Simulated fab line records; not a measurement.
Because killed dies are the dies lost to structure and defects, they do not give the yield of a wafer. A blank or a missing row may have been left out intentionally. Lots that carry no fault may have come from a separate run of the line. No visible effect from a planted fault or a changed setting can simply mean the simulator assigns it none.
Split-lot experiment / flow n5 finfet / on a route of 1938 steps: 7 lots, 21 wafers read

ABOUT THE SPLIT
At N5_HKMG_FIN_ETCH_55 (etches SOC in N2/H2, target depth 240 nm, time 300 s), the setting time s was moved away from the recipe's 300 s on 6 of the 21 wafers read, by -12.3% to +21.0%. The other wafers ran this setting at the recipe's value.

The reading comes from the split's own step.

THE READING
SiARC_of_HKMG_FIN_COAT_42.thk nm (the simulator's own value, which no gauge read), in nm, at N5_HKMG_FIN_ETCH_55 (etches SOC in N2/H2, target depth 240 nm, time 300 s). The file does not state a usual value for it. Average 21.0 nm, standard deviation 0.62 nm, over the 15 wafers here run with the recipe.

wafer=L079.1; tool, chamber at the split=rie diel-05, 0; time s as run, s=300; against the recipe=recipe; SiARC_of_HKMG_FIN_COAT_42.thk nm, nm=20.8; against lot-mates on the recipe=-
wafer=L079.3; tool, chamber at the split=rie diel-05, 1; time s as run, s=300; against the recipe=recipe; SiARC_of_HKMG_FIN_COAT_42.thk nm, nm=20.4; against lot-mates on the recipe=-
wafer=L079.6; tool, chamber at the split=rie diel-05, 0; time s as run, s=351.6; against the recipe=+17.2%; SiARC_of_HKMG_FIN_COAT_42.thk nm, nm=18.4; against lot-mates on the recipe=-2.2
wafer=L080.1; tool, chamber at the split=rie diel-03, 0; time s as run, s=345.5; against the recipe=+15.2%; SiARC_of_HKMG_FIN_COAT_42.thk nm, nm=18.8; against lot-mates on the recipe=-2.8
wafer=L080.2; tool, chamber at the split=rie diel-03, 2; time s as run, s=345.5; against the recipe=+15.2%; SiARC_of_HKMG_FIN_COAT_42.thk nm, nm=19.6; against lot-mates on the recipe=-2.0
wafer=L080.4; tool, chamber at the split=rie diel-03, 3; time s as run, s=300; against the recipe=recipe; SiARC_of_HKMG_FIN_COAT_42.thk nm, nm=21.6; against lot-mates on the recipe=-
wafer=L082.3; tool, chamber at the split=rie diel-03, 1; time s as run, s=300; against the recipe=recipe; SiARC_of_HKMG_FIN_COAT_42.thk nm, nm=21.8; against lot-mates on the recipe=-
wafer=L082.4; tool, chamber at the split=rie diel-03, 3; time s as run, s=300; against the recipe=recipe; SiARC_of_HKMG_FIN_COAT_42.thk nm, nm=21.6; against lot-mates on the recipe=-
wafer=L082.5; tool, chamber at the split=rie diel-03, 0; time s as run, s=300; against the recipe=recipe; SiARC_of_HKMG_FIN_COAT_42.thk nm, nm=20.8; against lot-mates on the recipe=-
wafer=L083.2; tool, chamber at the split=rie diel-05, 2; time s as run, s=300; against the recipe=recipe; SiARC_of_HKMG_FIN_COAT_42.thk nm, nm=19.8; against lot-mates on the recipe=-
wafer=L083.3; tool, chamber at the split=rie diel-05, 3; time s as run, s=300; against the recipe=recipe; SiARC_of_HKMG_FIN_COAT_42.thk nm, nm=21.4; against lot-mates on the recipe=-
wafer=L083.6; tool, chamber at the split=rie diel-05, 2; time s as run, s=300; against the recipe=recipe; SiARC_of_HKMG_FIN_COAT_42.thk nm, nm=20; against lot-mates on the recipe=-
wafer=L090.3; tool, chamber at the split=rie diel-04, 1; time s as run, s=300; against the recipe=recipe; SiARC_of_HKMG_FIN_COAT_42.thk nm, nm=20.6; against lot-mates on the recipe=-
wafer=L090.5; tool, chamber at the split=rie diel-04, 3; time s as run, s=263.2; against the recipe=-12.3%; SiARC_of_HKMG_FIN_COAT_42.thk nm, nm=23.2; against lot-mates on the recipe=+2.6
wafer=L090.6; tool, chamber at the split=rie diel-04, 0; time s as run, s=263.2; against the recipe=-12.3%; SiARC_of_HKMG_FIN_COAT_42.thk nm, nm=22.6; against lot-mates on the recipe=+2.0
wafer=L092.1; tool, chamber at the split=rie diel-04, 1; time s as run, s=300; against the recipe=recipe; SiARC_of_HKMG_FIN_COAT_42.thk nm, nm=20.4; against lot-mates on the recipe=-
wafer=L092.5; tool, chamber at the split=rie diel-04, 3; time s as run, s=300; against the recipe=recipe; SiARC_of_HKMG_FIN_COAT_42.thk nm, nm=21.6; against lot-mates on the recipe=-
wafer=L092.6; tool, chamber at the split=rie diel-04, 2; time s as run, s=300; against the recipe=recipe; SiARC_of_HKMG_FIN_COAT_42.thk nm, nm=20.8; against lot-mates on the recipe=-
wafer=L096.2; tool, chamber at the split=rie diel-03, 0; time s as run, s=300; against the recipe=recipe; SiARC_of_HKMG_FIN_COAT_42.thk nm, nm=21.2; against lot-mates on the recipe=-
wafer=L096.3; tool, chamber at the split=rie diel-03, 2; time s as run, s=300; against the recipe=recipe; SiARC_of_HKMG_FIN_COAT_42.thk nm, nm=21.6; against lot-mates on the recipe=-
wafer=L096.6; tool, chamber at the split=rie diel-03, 2; time s as run, s=363; against the recipe=+21.0%; SiARC_of_HKMG_FIN_COAT_42.thk nm, nm=18.6; against lot-mates on the recipe=-2.8

FIT RESULTS
A straight line over all 21 wafers: SiARC_of_HKMG_FIN_COAT_42.thk nm changes by -0.132 nm for each +1% of time s; r = -0.89; the points scatter about the line by 0.59 nm.
The same after taking each lot's own level away (the mean of its wafers on the recipe; 21 wafers): -0.153 nm for each +1%; r = -0.94; scatter 0.46 nm.
According to that fit, moving time s by its largest amount changes the reading by 3.2 nm.
The lots' own levels span 20.40 to 21.60 nm, that is 1.9 times the standard deviation above.
Thus the slope moves with the lot-to-lot level: the two fits are different.
Check: for one of the wafers moved furthest among these (+21.0%), held out of the fit, the line's prediction against its lot-mates is -3.29 nm. It came out at -2.8 nm against them.

FURTHER SPLITS ON THESE WAFERS
These wafers also went through other splits before the reading. Each is held against what the fit with the lots' levels taken away leaves over:
other split on the same wafers=N5_SD_EPI_P_EXPOSE_06 dose mj; wafers away from the commonest value=8; r with SiARC_of_HKMG_FIN_COAT_42.thk nm (lot level and that fit taken away)=-0.13
other split on the same wafers=N5_HKMG_FIN_COAT_43 spin rpm; wafers away from the commonest value=6; r with SiARC_of_HKMG_FIN_COAT_42.thk nm (lot level and that fit taken away)=+0.25

THE WHOLE CHAIN: every reading that the file lists as answering this split, in the file's order
step=N5_HKMG_FIN_ETCH_55; what it does=etches SOC in N2/H2, target depth 240 nm, time 300 s; reading=HKMG_FIN.feature depth nm (the simulator's own value, which no gauge read); change (the file's fit)=+2.51 nm for each +1% of the setting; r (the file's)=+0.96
step=N5_HKMG_FIN_ETCH_55; what it does=etches SOC in N2/H2, target depth 240 nm, time 300 s; reading=etch.depth nm (the simulator's own value, which no gauge read); change (the file's fit)=+2.51 nm for each +1% of the setting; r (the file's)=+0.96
step=N5_HKMG_FIN_ETCH_55; what it does=etches SOC in N2/H2, target depth 240 nm, time 300 s; reading=SiARC_of_HKMG_FIN_COAT_42.thk nm (the simulator's own value, which no gauge read); change (the file's fit)=-0.144 nm for each +1% of the setting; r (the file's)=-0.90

THE FILE'S OWN FIT
SiARC_of_HKMG_FIN_COAT_42.thk nm changes by -0.144 nm for each +1% of time s, r = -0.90.
